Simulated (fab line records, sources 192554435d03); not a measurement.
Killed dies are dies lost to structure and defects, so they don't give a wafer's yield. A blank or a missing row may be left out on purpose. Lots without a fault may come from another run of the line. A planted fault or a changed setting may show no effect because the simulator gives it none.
Chamber matching | flow n5_finfet | N5_GATE_CUT_CMP_43 on cmp-02: 4 sister chambers
The step polishes SiO2. 7 wafers are shown with their chamber, then 7 later ones without.

WAFERS WITH THEIR CHAMBER
wafer  | chamber | motor_current_A (A) | slurry_flow_ml_min
L082.4 | 0       | 12.5                | 149.4
L088.1 | 1       | 10.8                | 150.2
L088.3 | 2       | 11.4                | 150.5
L089.4 | 1       | 10.4                | 150.3
L089.5 | 2       | 11.0                | 150.4
L091.3 | 3       | 12.1                | 150.2
L091.5 | 3       | 12.5                | 150.5

WAFERS WITHOUT THEIR CHAMBER
wafer  | motor_current_A (A) | slurry_flow_ml_min
L091.6 | 11.6                | 149.7
L096.1 | 11.3                | 151.2
L096.4 | 10.0                | 149.6
L096.5 | 10.2                | 149.9
L097.1 | 11.4                | 150.0
L097.3 | 11.7                | 149.7
L097.6 | 12.2                | 149.4

WHICH CHAMBER EACH WENT THROUGH
wafer  | from the rows above               | in truth
L091.6 | can't be placed: 0 or 1 or 3 or 2 | 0
L096.1 | can't be placed: 2 or 3 or 1      | 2
L096.4 | 1                                 | 1
L096.5 | 1                                 | 1
L097.1 | can't be placed: 1 or 2 or 3      | 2
L097.3 | can't be placed: 0 or 3           | 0
L097.6 | 0                                 | 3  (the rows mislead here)
Placed correctly: 2 of 7. Can't be placed from these rows: 4 (the true chamber is among the candidates in 4). Placed wrongly: 1.
How it was worked out, from the rows above alone: a wafer's distance from a chamber is the root of the sum, over the readings, of the square of ((its reading less the chamber's mean) divided by the reading's scatter). The wafer belongs to the nearest chamber; if the next one is less than 2 further off, it can't be placed. A chamber's mean is the mean of its shown wafers. The scatter: the root of (the sum of the squares of (reading less its chamber's mean) over the shown wafers, divided by (wafers less chambers)).
